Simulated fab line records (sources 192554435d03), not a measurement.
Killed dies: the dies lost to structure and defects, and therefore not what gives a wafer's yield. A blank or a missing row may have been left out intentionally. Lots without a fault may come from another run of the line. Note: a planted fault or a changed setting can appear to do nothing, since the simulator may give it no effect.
Chamber matching | flow n5Finfet | rieDiel-02 running N5_DUMMY_GATE_HM_OPEN_21: 4 sister chambers
The step chemistry CH3F/O2, target SiNx, target depth 120 nm, time 171.4 s. 4 wafers are shown with their chamber, then 7 later ones without.

WAFERS PAIRED WITH THEIR CHAMBERS
wafer  | chamber | showerheadPlenumPTorr (Torr)
L479.1 | 3       | 1.99
L479.6 | 2       | 2.13
L483.1 | 1       | 2.00
L483.2 | 0       | 2.02

WAFERS WHOSE CHAMBER IS MISSING
wafer  | showerheadPlenumPTorr (Torr)
L483.3 | 1.98
L484.1 | 1.98
L484.4 | 1.99
L484.6 | 2.13
L487.3 | 2.13
L487.5 | 1.98
L487.6 | 2.13

WHICH CHAMBER EACH ONE RAN IN
wafer  | from the rows above     | in truth
L483.3 | can't be placed: 3 or 1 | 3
L484.1 | can't be placed: 3 or 1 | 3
L484.4 | can't be placed: 3 or 1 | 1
L484.6 | 2                       | 2
L487.3 | 2                       | 2
L487.5 | can't be placed: 3 or 1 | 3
L487.6 | 2                       | 2
Correctly placed: 3 of 7. Unplaceable from these rows: 4, with the true chamber sitting among the candidates in 4. Placed wrongly: 0.
How it was worked out, from the rows above alone: a wafer's distance from a chamber is the root of the sum, over the readings, of the square of ((its reading less the chamber's mean) divided by the reading's scatter). If the next closest chamber is less than 2 further off than the closest, the wafer can't be placed; otherwise it belongs to the closest. A chamber's mean is the mean of its shown wafers. The scatter: with one shown wafer a chamber, the root of the mean of the squares of how far each hidden wafer lies from its nearest shown one.
